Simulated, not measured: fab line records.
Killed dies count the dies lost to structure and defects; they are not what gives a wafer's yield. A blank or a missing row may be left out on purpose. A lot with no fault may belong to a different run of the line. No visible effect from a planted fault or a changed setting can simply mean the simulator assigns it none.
Which tool is to blame? / flow n5 finfet / 24 lots, 72 wafers sampled, at 6 steps of a route of 1938

WHAT THE GAUGES READ, wafer by wafer
N5_BEOL_M10_OVL_MEAS_29.
lot=L075; measured=day 10 22:55; on=overlay-01; V9_OVL (nm)=-0.2 -0.5 -0.2
lot=L074; measured=day 11 02:41; on=overlay-02; V9_OVL (nm)=-0.3 0.4 0.7
lot=L076; measured=day 11 14:38; on=overlay-02; V9_OVL (nm)=1.5 0.0 0.4
lot=L080; measured=day 11 20:36; on=overlay-01; V9_OVL (nm)=0.3 0.1 1.3
lot=L077; measured=day 12 03:13; on=overlay-01; V9_OVL (nm)=-1.2 -0.6 0.0
lot=L078; measured=day 12 03:23; on=overlay-01; V9_OVL (nm)=-0.4 0.4 0.0
lot=L079; measured=day 12 13:58; on=overlay-02; V9_OVL (nm)=0.0 1.6 1.3
lot=L081; measured=day 13 05:53; on=overlay-01; V9_OVL (nm)=0.1 0.4 -0.3
lot=L082; measured=day 13 06:03; on=overlay-02; V9_OVL (nm)=0.2 -1.0 0.3
lot=L083; measured=day 14 01:39; on=overlay-02; V9_OVL (nm)=1.6 0.4 0.8
lot=L084; measured=day 14 02:09; on=overlay-01; V9_OVL (nm)=0.4 0.4 0.5
lot=L086; measured=day 14 19:11; on=overlay-02; V9_OVL (nm)=-0.3 -0.1 0.4
lot=L085; measured=day 14 19:22; on=overlay-02; V9_OVL (nm)=0.7 0.8 0.2
lot=L088; measured=day 15 02:28; on=overlay-01; V9_OVL (nm)=-0.4 0.3 0.1
lot=L089; measured=day 15 08:58; on=overlay-01; V9_OVL (nm)=1.2 1.6 0.8
lot=L087; measured=day 15 09:08; on=overlay-02; V9_OVL (nm)=-0.3 -0.5 -0.2
lot=L093; measured=day 15 10:37; on=overlay-01; V9_OVL (nm)=0.9 0.2 0.6
lot=L091; measured=day 15 23:17; on=overlay-02; V9_OVL (nm)=-0.1 -1.2 -0.7
lot=L090; measured=day 16 01:37; on=overlay-01; V9_OVL (nm)=-0.2 0.2 0.0
lot=L092; measured=day 16 09:23; on=overlay-02; V9_OVL (nm)=0.2 -0.2 0.2
lot=L095; measured=day 16 09:55; on=overlay-01; V9_OVL (nm)=0.4 -1.1 0.5
lot=L094; measured=day 16 10:05; on=overlay-01; V9_OVL (nm)=-0.1 1.7 0.8
lot=L096; measured=day 17 11:05; on=overlay-01; V9_OVL (nm)=1.7 0.2 0.0
lot=L097; measured=day 18 08:17; on=overlay-02; V9_OVL (nm)=0.2 -0.5 0.5

N5_BEOL_M10_INSPECT_30: inspects for defects (brightfield).
lot=L075; measured=day 10 22:57; on=defect inspect-02; raw defect count=578 656 502
lot=L074; measured=day 11 02:43; on=defect inspect-02; raw defect count=433 459 427
lot=L076; measured=day 11 14:39; on=defect inspect-01; raw defect count=361 344 313
lot=L080; measured=day 11 20:37; on=defect inspect-01; raw defect count=439 376 378
lot=L077; measured=day 12 03:15; on=defect inspect-02; raw defect count=578 353 409
lot=L078; measured=day 12 03:25; on=defect inspect-01; raw defect count=295 294 273
lot=L079; measured=day 12 14:00; on=defect inspect-01; raw defect count=343 460 348
lot=L081; measured=day 13 05:55; on=defect inspect-01; raw defect count=625 726 797
lot=L082; measured=day 13 06:05; on=defect inspect-02; raw defect count=422 386 336
lot=L083; measured=day 14 01:41; on=defect inspect-01; raw defect count=600 413 363
lot=L084; measured=day 14 02:10; on=defect inspect-02; raw defect count=517 427 420
lot=L086; measured=day 14 19:13; on=defect inspect-01; raw defect count=426 482 349
lot=L085; measured=day 14 19:23; on=defect inspect-01; raw defect count=323 331 321
lot=L088; measured=day 15 02:29; on=defect inspect-02; raw defect count=506 522 347
lot=L089; measured=day 15 09:00; on=defect inspect-02; raw defect count=198 281 286
lot=L087; measured=day 15 09:10; on=defect inspect-01; raw defect count=409 377 379
lot=L093; measured=day 15 10:38; on=defect inspect-02; raw defect count=480 462 420
lot=L091; measured=day 15 23:19; on=defect inspect-01; raw defect count=460 575 517
lot=L090; measured=day 16 01:39; on=defect inspect-01; raw defect count=387 465 509
lot=L092; measured=day 16 09:24; on=defect inspect-01; raw defect count=380 493 406
lot=L095; measured=day 16 09:56; on=defect inspect-01; raw defect count=377 381 423
lot=L094; measured=day 16 10:07; on=defect inspect-01; raw defect count=329 373 592
lot=L096; measured=day 17 11:06; on=defect inspect-02; raw defect count=389 560 504
lot=L097; measured=day 18 08:19; on=defect inspect-01; raw defect count=340 438 355

N5_BEOL_M11_CD_MEAS_11: target cd 64.1 nm.
lot=L075; measured=day 11 03:58; on=cd sem-03; cd nm (nm)=64.8 64.1 63.0
lot=L074; measured=day 11 10:52; on=cd sem-01; cd nm (nm)=64.1 63.5 63.8
lot=L076; measured=day 11 19:26; on=cd sem-03; cd nm (nm)=62.5 63.0 65.0
lot=L080; measured=day 12 07:25; on=cd sem-03; cd nm (nm)=64.8 64.8 64.5
lot=L077; measured=day 12 11:43; on=cd sem-02; cd nm (nm)=64.3 64.2 64.8
lot=L078; measured=day 12 11:52; on=cd sem-02; cd nm (nm)=63.5 63.4 63.9
lot=L079; measured=day 12 21:35; on=cd sem-02; cd nm (nm)=64.2 63.9 64.6
lot=L081; measured=day 13 13:27; on=cd sem-02; cd nm (nm)=65.2 65.6 65.0
lot=L082; measured=day 13 13:41; on=cd sem-01; cd nm (nm)=64.4 64.3 63.4
lot=L083; measured=day 14 06:33; on=cd sem-01; cd nm (nm)=63.0 62.8 63.5
lot=L084; measured=day 14 09:22; on=cd sem-02; cd nm (nm)=64.0 63.3 63.3
lot=L086; measured=day 15 00:22; on=cd sem-02; cd nm (nm)=63.9 63.7 64.2
lot=L085; measured=day 15 01:09; on=cd sem-01; cd nm (nm)=63.9 64.9 65.2
lot=L088; measured=day 15 09:41; on=cd sem-01; cd nm (nm)=63.5 63.8 64.7
lot=L089; measured=day 15 14:23; on=cd sem-03; cd nm (nm)=64.6 64.3 64.4
lot=L087; measured=day 15 14:37; on=cd sem-03; cd nm (nm)=63.8 63.2 64.4
lot=L093; measured=day 15 19:55; on=cd sem-01; cd nm (nm)=63.5 63.4 63.9
lot=L091; measured=day 16 05:17; on=cd sem-03; cd nm (nm)=64.4 64.4 64.7
lot=L090; measured=day 16 11:01; on=cd sem-03; cd nm (nm)=64.6 63.7 64.2
lot=L092; measured=day 16 15:34; on=cd sem-02; cd nm (nm)=63.5 64.3 63.8
lot=L095; measured=day 16 15:44; on=cd sem-02; cd nm (nm)=64.1 64.1 64.1
lot=L094; measured=day 16 15:53; on=cd sem-01; cd nm (nm)=65.1 65.0 64.1
lot=L096; measured=day 17 18:55; on=cd sem-03; cd nm (nm)=64.0 63.4 63.7
lot=L097; measured=day 18 14:55; on=cd sem-01; cd nm (nm)=64.4 64.2 63.8

WHICH TOOL RAN EACH LOT (tool, then ch and the chambers of the sampled wafers, then the start)
lot=L075; N5_BEOL_M10_VIA_ETCH_34=rie diel-03 ch 1,2,3, day 10 23:32; N5_BEOL_M10_DEGAS_44=pvd sputter-01, day 11 00:29; N5_BEOL_M10_PRE_CLEAN_45=pvd sputter-01, day 11 00:31
lot=L074; N5_BEOL_M10_VIA_ETCH_34=rie diel-04 ch 1,3, day 11 02:58; N5_BEOL_M10_DEGAS_44=pvd sputter-03, day 11 03:46; N5_BEOL_M10_PRE_CLEAN_45=pvd sputter-03, day 11 03:48
lot=L076; N5_BEOL_M10_VIA_ETCH_34=rie diel-03 ch 0,1,3, day 11 14:53; N5_BEOL_M10_DEGAS_44=pvd sputter-02, day 11 15:52; N5_BEOL_M10_PRE_CLEAN_45=pvd sputter-02, day 11 15:54
lot=L080; N5_BEOL_M10_VIA_ETCH_34=rie diel-03 ch 0,3, day 11 20:52; N5_BEOL_M10_DEGAS_44=pvd sputter-02, day 11 22:16; N5_BEOL_M10_PRE_CLEAN_45=pvd sputter-02, day 11 22:19
lot=L077; N5_BEOL_M10_VIA_ETCH_34=rie diel-03 ch 0,1,2, day 12 03:35; N5_BEOL_M10_DEGAS_44=pvd sputter-03, day 12 06:27; N5_BEOL_M10_PRE_CLEAN_45=pvd sputter-03, day 12 06:29
lot=L078; N5_BEOL_M10_VIA_ETCH_34=rie diel-03 ch 0,3, day 12 04:03; N5_BEOL_M10_DEGAS_44=pvd sputter-01, day 12 06:49; N5_BEOL_M10_PRE_CLEAN_45=pvd sputter-01, day 12 06:52
lot=L079; N5_BEOL_M10_VIA_ETCH_34=rie diel-04 ch 0,1,2, day 12 14:14; N5_BEOL_M10_DEGAS_44=pvd sputter-03, day 12 15:07; N5_BEOL_M10_PRE_CLEAN_45=pvd sputter-03, day 12 15:10
lot=L081; N5_BEOL_M10_VIA_ETCH_34=rie diel-03 ch 0,1, day 13 06:12; N5_BEOL_M10_DEGAS_44=pvd sputter-01, day 13 07:04; N5_BEOL_M10_PRE_CLEAN_45=pvd sputter-01, day 13 07:07
lot=L082; N5_BEOL_M10_VIA_ETCH_34=rie diel-03 ch 1,2,3, day 13 06:50; N5_BEOL_M10_DEGAS_44=pvd sputter-03, day 13 09:29; N5_BEOL_M10_PRE_CLEAN_45=pvd sputter-03, day 13 09:31
lot=L083; N5_BEOL_M10_VIA_ETCH_34=rie diel-04 ch 1,2,3, day 14 01:55; N5_BEOL_M10_DEGAS_44=pvd sputter-03, day 14 02:55; N5_BEOL_M10_PRE_CLEAN_45=pvd sputter-03, day 14 02:57
lot=L084; N5_BEOL_M10_VIA_ETCH_34=rie diel-01 ch 0,1, day 14 02:48; N5_BEOL_M10_DEGAS_44=pvd sputter-01, day 14 03:37; N5_BEOL_M10_PRE_CLEAN_45=pvd sputter-01, day 14 03:40
lot=L086; N5_BEOL_M10_VIA_ETCH_34=rie diel-01 ch 0,1,2, day 14 19:27; N5_BEOL_M10_DEGAS_44=pvd sputter-03, day 14 20:20; N5_BEOL_M10_PRE_CLEAN_45=pvd sputter-03, day 14 20:22
lot=L085; N5_BEOL_M10_VIA_ETCH_34=rie diel-04 ch 1,3, day 14 19:37; N5_BEOL_M10_DEGAS_44=pvd sputter-02, day 14 20:45; N5_BEOL_M10_PRE_CLEAN_45=pvd sputter-02, day 14 20:47
lot=L088; N5_BEOL_M10_VIA_ETCH_34=rie diel-01 ch 0,1,2, day 15 02:51; N5_BEOL_M10_DEGAS_44=pvd sputter-02, day 15 03:39; N5_BEOL_M10_PRE_CLEAN_45=pvd sputter-02, day 15 03:41
lot=L089; N5_BEOL_M10_VIA_ETCH_34=rie diel-04 ch 0,2,3, day 15 09:14; N5_BEOL_M10_DEGAS_44=pvd sputter-01, day 15 10:27; N5_BEOL_M10_PRE_CLEAN_45=pvd sputter-01, day 15 10:29
lot=L087; N5_BEOL_M10_VIA_ETCH_34=rie diel-03 ch 0,1,3, day 15 09:29; N5_BEOL_M10_DEGAS_44=pvd sputter-01, day 15 10:40; N5_BEOL_M10_PRE_CLEAN_45=pvd sputter-01, day 15 10:43
lot=L093; N5_BEOL_M10_VIA_ETCH_34=rie diel-01 ch 1,2, day 15 11:02; N5_BEOL_M10_DEGAS_44=pvd sputter-03, day 15 13:18; N5_BEOL_M10_PRE_CLEAN_45=pvd sputter-03, day 15 13:20
lot=L091; N5_BEOL_M10_VIA_ETCH_34=rie diel-03 ch 0,1,3, day 15 23:34; N5_BEOL_M10_DEGAS_44=pvd sputter-02, day 16 00:52; N5_BEOL_M10_PRE_CLEAN_45=pvd sputter-02, day 16 00:55
lot=L090; N5_BEOL_M10_VIA_ETCH_34=rie diel-03 ch 1,2, day 16 02:07; N5_BEOL_M10_DEGAS_44=pvd sputter-03, day 16 04:38; N5_BEOL_M10_PRE_CLEAN_45=pvd sputter-03, day 16 04:40
lot=L092; N5_BEOL_M10_VIA_ETCH_34=rie diel-01 ch 1,2,3, day 16 09:38; N5_BEOL_M10_DEGAS_44=pvd sputter-03, day 16 10:47; N5_BEOL_M10_PRE_CLEAN_45=pvd sputter-03, day 16 10:50
lot=L095; N5_BEOL_M10_VIA_ETCH_34=rie diel-01 ch 1,2,3, day 16 10:11; N5_BEOL_M10_DEGAS_44=pvd sputter-01, day 16 11:15; N5_BEOL_M10_PRE_CLEAN_45=pvd sputter-01, day 16 11:17
lot=L094; N5_BEOL_M10_VIA_ETCH_34=rie diel-03 ch 1,2,3, day 16 10:21; N5_BEOL_M10_DEGAS_44=pvd sputter-03, day 16 11:21; N5_BEOL_M10_PRE_CLEAN_45=pvd sputter-03, day 16 11:23
lot=L096; N5_BEOL_M10_VIA_ETCH_34=rie diel-01 ch 0,2, day 17 11:38; N5_BEOL_M10_DEGAS_44=pvd sputter-01, day 17 12:33; N5_BEOL_M10_PRE_CLEAN_45=pvd sputter-01, day 17 12:35
lot=L097; N5_BEOL_M10_VIA_ETCH_34=rie diel-01 ch 0,1,2, day 18 08:58; N5_BEOL_M10_DEGAS_44=pvd sputter-03, day 18 09:54; N5_BEOL_M10_PRE_CLEAN_45=pvd sputter-03, day 18 09:56
- N5_BEOL_M10_VIA_ETCH_34: etches SiCOH lowk in C4F6/O2, target depth 184.5 nm, time 69.2 s.
- N5_BEOL_M10_DEGAS_44: time 60 s.
- N5_BEOL_M10_PRE_CLEAN_45: time 30 s.

WHAT THE TOOLS THEMSELVES READ (means of the sampled wafers that have a number; where no wafer has one, the mark that the record gives instead)
N5_BEOL_M10_VIA_ETCH_34.
lot=L075; tool=rie diel-03; drypump motor current A (A)=5.5; mfc ar sccm (sccm)=299.1; oes_f_703_au (a.u.)=0.80; oes product au (a.u.)=0.79; rf vpp V (V)=655; showerhead plenum p Torr (Torr)=2.91; throttle valve pct (%)=20.78
lot=L074; tool=rie diel-04; drypump motor current A (A)=6.3; mfc ar sccm (sccm)=300.2; oes_f_703_au (a.u.)=0.86; oes product au (a.u.)=0.86; rf vpp V (V)=665; showerhead plenum p Torr (Torr)=2.86; throttle valve pct (%)=21.13
lot=L076; tool=rie diel-03; drypump motor current A (A)=5.4; mfc ar sccm (sccm)=300.5; oes_f_703_au (a.u.)=0.80; oes product au (a.u.)=0.79; rf vpp V (V)=668; showerhead plenum p Torr (Torr)=2.91; throttle valve pct (%)=20.74
lot=L080; tool=rie diel-03; drypump motor current A (A)=5.5; mfc ar sccm (sccm)=299.4; oes_f_703_au (a.u.)=0.75; oes product au (a.u.)=0.75; rf vpp V (V)=662; showerhead plenum p Torr (Torr)=2.89; throttle valve pct (%)=20.76
lot=L077; tool=rie diel-03; drypump motor current A (A)=5.5; mfc ar sccm (sccm)=300.2; oes_f_703_au (a.u.)=0.79; oes product au (a.u.)=0.77; rf vpp V (V)=668; showerhead plenum p Torr (Torr)=2.83; throttle valve pct (%)=20.87
lot=L078; tool=rie diel-03; drypump motor current A (A)=5.4; mfc ar sccm (sccm)=300.7; oes_f_703_au (a.u.)=0.75; oes product au (a.u.)=0.75; rf vpp V (V)=663; showerhead plenum p Torr (Torr)=2.89; throttle valve pct (%)=20.77
lot=L079; tool=rie diel-04; drypump motor current A (A)=5.7; mfc ar sccm (sccm)=300.0; oes_f_703_au (a.u.)=0.82; oes product au (a.u.)=0.83; rf vpp V (V)=666; showerhead plenum p Torr (Torr)=2.81; throttle valve pct (%)=20.94
lot=L081; tool=rie diel-03; drypump motor current A (A)=5.3; mfc ar sccm (sccm)=300.0; oes_f_703_au (a.u.)=0.78; oes product au (a.u.)=0.77; rf vpp V (V)=679; showerhead plenum p Torr (Torr)=2.82; throttle valve pct (%)=20.83
lot=L082; tool=rie diel-03; drypump motor current A (A)=5.4; mfc ar sccm (sccm)=300.4; oes_f_703_au (a.u.)=0.79; oes product au (a.u.)=0.78; rf vpp V (V)=656; showerhead plenum p Torr (Torr)=2.90; throttle valve pct (%)=20.81
lot=L083; tool=rie diel-04; drypump motor current A (A)=5.9; mfc ar sccm (sccm)=299.1; oes_f_703_au (a.u.)=0.81; oes product au (a.u.)=0.81; rf vpp V (V)=663; showerhead plenum p Torr (Torr)=2.87; throttle valve pct (%)=20.96
lot=L084; tool=rie diel-01; drypump motor current A (A)=5.3; mfc ar sccm (sccm)=299.1; oes_f_703_au (a.u.)=0.82; oes product au (a.u.)=0.84; rf vpp V (V)=665; showerhead plenum p Torr (Torr)=2.85; throttle valve pct (%)=20.81
lot=L086; tool=rie diel-01; drypump motor current A (A)=5.6; mfc ar sccm (sccm)=300.7; oes_f_703_au (a.u.)=0.84; oes product au (a.u.)=0.85; rf vpp V (V)=663; showerhead plenum p Torr (Torr)=2.90; throttle valve pct (%)=20.86
lot=L085; tool=rie diel-04; drypump motor current A (A)=6.1; mfc ar sccm (sccm)=300.3; oes_f_703_au (a.u.)=0.84; oes product au (a.u.)=0.83; rf vpp V (V)=658; showerhead plenum p Torr (Torr)=2.92; throttle valve pct (%)=21.05
lot=L088; tool=rie diel-01; drypump motor current A (A)=5.5; mfc ar sccm (sccm)=299.7; oes_f_703_au (a.u.)=0.84; oes product au (a.u.)=0.85; rf vpp V (V)=662; showerhead plenum p Torr (Torr)=2.89; throttle valve pct (%)=20.87
lot=L089; tool=rie diel-04; drypump motor current A (A)=5.5; mfc ar sccm (sccm)=299.7; oes_f_703_au (a.u.)=0.82; oes product au (a.u.)=0.81; rf vpp V (V)=659; showerhead plenum p Torr (Torr)=2.88; throttle valve pct (%)=20.87
lot=L087; tool=rie diel-03; drypump motor current A (A)=5.4; mfc ar sccm (sccm)=300.0; oes_f_703_au (a.u.)=0.77; oes product au (a.u.)=0.76; rf vpp V (V)=667; showerhead plenum p Torr (Torr)=2.89; throttle valve pct (%)=20.78
lot=L093; tool=rie diel-01; drypump motor current A (A)=5.7; mfc ar sccm (sccm)=300.2; oes_f_703_au (a.u.)=0.87; oes product au (a.u.)=0.86; rf vpp V (V)=655; showerhead plenum p Torr (Torr)=2.97; throttle valve pct (%)=20.86
lot=L091; tool=rie diel-03; drypump motor current A (A)=5.4; mfc ar sccm (sccm)=300.5; oes_f_703_au (a.u.)=0.77; oes product au (a.u.)=0.76; rf vpp V (V)=666; showerhead plenum p Torr (Torr)=2.89; throttle valve pct (%)=20.79
lot=L090; tool=rie diel-03; drypump motor current A (A)=5.4; mfc ar sccm (sccm)=300.4; oes_f_703_au (a.u.)=0.80; oes product au (a.u.)=0.78; rf vpp V (V)=659; showerhead plenum p Torr (Torr)=2.91; throttle valve pct (%)=20.82
lot=L092; tool=rie diel-01; drypump motor current A (A)=5.4; mfc ar sccm (sccm)=300.2; oes_f_703_au (a.u.)=0.83; oes product au (a.u.)=0.84; rf vpp V (V)=658; showerhead plenum p Torr (Torr)=2.92; throttle valve pct (%)=20.82
lot=L095; tool=rie diel-01; drypump motor current A (A)=5.4; mfc ar sccm (sccm)=299.5; oes_f_703_au (a.u.)=0.84; oes product au (a.u.)=0.84; rf vpp V (V)=657; showerhead plenum p Torr (Torr)=2.92; throttle valve pct (%)=20.81
lot=L094; tool=rie diel-03; drypump motor current A (A)=5.5; mfc ar sccm (sccm)=300.5; oes_f_703_au (a.u.)=0.76; oes product au (a.u.)=0.75; rf vpp V (V)=655; showerhead plenum p Torr (Torr)=2.89; throttle valve pct (%)=20.85
lot=L096; tool=rie diel-01; drypump motor current A (A)=5.6; mfc ar sccm (sccm)=299.7; oes_f_703_au (a.u.)=0.80; oes product au (a.u.)=0.82; rf vpp V (V)=665; showerhead plenum p Torr (Torr)=2.85; throttle valve pct (%)=20.96
lot=L097; tool=rie diel-01; drypump motor current A (A)=5.5; mfc ar sccm (sccm)=299.8; oes_f_703_au (a.u.)=0.80; oes product au (a.u.)=0.81; rf vpp V (V)=663; showerhead plenum p Torr (Torr)=2.88; throttle valve pct (%)=20.91

N5_BEOL_M10_DEGAS_44.
lot=L075; tool=pvd sputter-01; heater power w (W)=331
lot=L074; tool=pvd sputter-03; heater power w (W)=326
lot=L076; tool=pvd sputter-02; heater power w (W)=370
lot=L080; tool=pvd sputter-02; heater power w (W)=354
lot=L077; tool=pvd sputter-03; heater power w (W)=331
lot=L078; tool=pvd sputter-01; heater power w (W)=343
lot=L079; tool=pvd sputter-03; heater power w (W)=337
lot=L081; tool=pvd sputter-01; heater power w (W)=321
lot=L082; tool=pvd sputter-03; heater power w (W)=337
lot=L083; tool=pvd sputter-03; heater power w (W)=331
lot=L084; tool=pvd sputter-01; heater power w (W)=308
lot=L086; tool=pvd sputter-03; heater power w (W)=318
lot=L085; tool=pvd sputter-02; heater power w (W)=317
lot=L088; tool=pvd sputter-02; heater power w (W)=339
lot=L089; tool=pvd sputter-01; heater power w (W)=302
lot=L087; tool=pvd sputter-01; heater power w (W)=330
lot=L093; tool=pvd sputter-03; heater power w (W)=319
lot=L091; tool=pvd sputter-02; heater power w (W)=336
lot=L090; tool=pvd sputter-03; heater power w (W)=321
lot=L092; tool=pvd sputter-03; heater power w (W)=340
lot=L095; tool=pvd sputter-01; heater power w (W)=339
lot=L094; tool=pvd sputter-03; heater power w (W)=340
lot=L096; tool=pvd sputter-01; heater power w (W)=339
lot=L097; tool=pvd sputter-03; heater power w (W)=341

N5_BEOL_M10_PRE_CLEAN_45.
lot=L075; tool=pvd sputter-01; heater power w (W)=336
lot=L074; tool=pvd sputter-03; heater power w (W)=332
lot=L076; tool=pvd sputter-02; heater power w (W)=366
lot=L080; tool=pvd sputter-02; heater power w (W)=355
lot=L077; tool=pvd sputter-03; heater power w (W)=331
lot=L078; tool=pvd sputter-01; heater power w (W)=339
lot=L079; tool=pvd sputter-03; heater power w (W)=337
lot=L081; tool=pvd sputter-01; heater power w (W)=323
lot=L082; tool=pvd sputter-03; heater power w (W)=337
lot=L083; tool=pvd sputter-03; heater power w (W)=329
lot=L084; tool=pvd sputter-01; heater power w (W)=313
lot=L086; tool=pvd sputter-03; heater power w (W)=321
lot=L085; tool=pvd sputter-02; heater power w (W)=320
lot=L088; tool=pvd sputter-02; heater power w (W)=335
lot=L089; tool=pvd sputter-01; heater power w (W)=300
lot=L087; tool=pvd sputter-01; heater power w (W)=325
lot=L093; tool=pvd sputter-03; heater power w (W)=321
lot=L091; tool=pvd sputter-02; heater power w (W)=336
lot=L090; tool=pvd sputter-03; heater power w (W)=323
lot=L092; tool=pvd sputter-03; heater power w (W)=342
lot=L095; tool=pvd sputter-01; heater power w (W)=338
lot=L094; tool=pvd sputter-03; heater power w (W)=336
lot=L096; tool=pvd sputter-01; heater power w (W)=336
lot=L097; tool=pvd sputter-03; heater power w (W)=334

THE ANSWER, worked out from the rows above alone
Rule: the usual values come from the lots themselves. The widest of any qualifying gaps counts: lots, ordered by their means at a reading, are off when they make up no more than a third of the lots, leave a main group of 4 or more, and stand apart from it by 3 or more times the standard deviation of that group's means. If all means in a main group match to the digits the tables above print for the reading, that group is not used. Also off: a lot with no number at a reading for which 4 or more lots have one. All remaining lots with rows at the step are treated as sound. Order of review: gauges by route order, followed by the tools' own readings, for which a lot's mean as printed above is used. At the first step where some lot is off, the reading lying furthest off is the one used; lots without a number count as furthest.
Nothing can be told from this: no lot is off at any reading shown.

WHAT HAD BEEN PUT IN BY THE SIMULATOR
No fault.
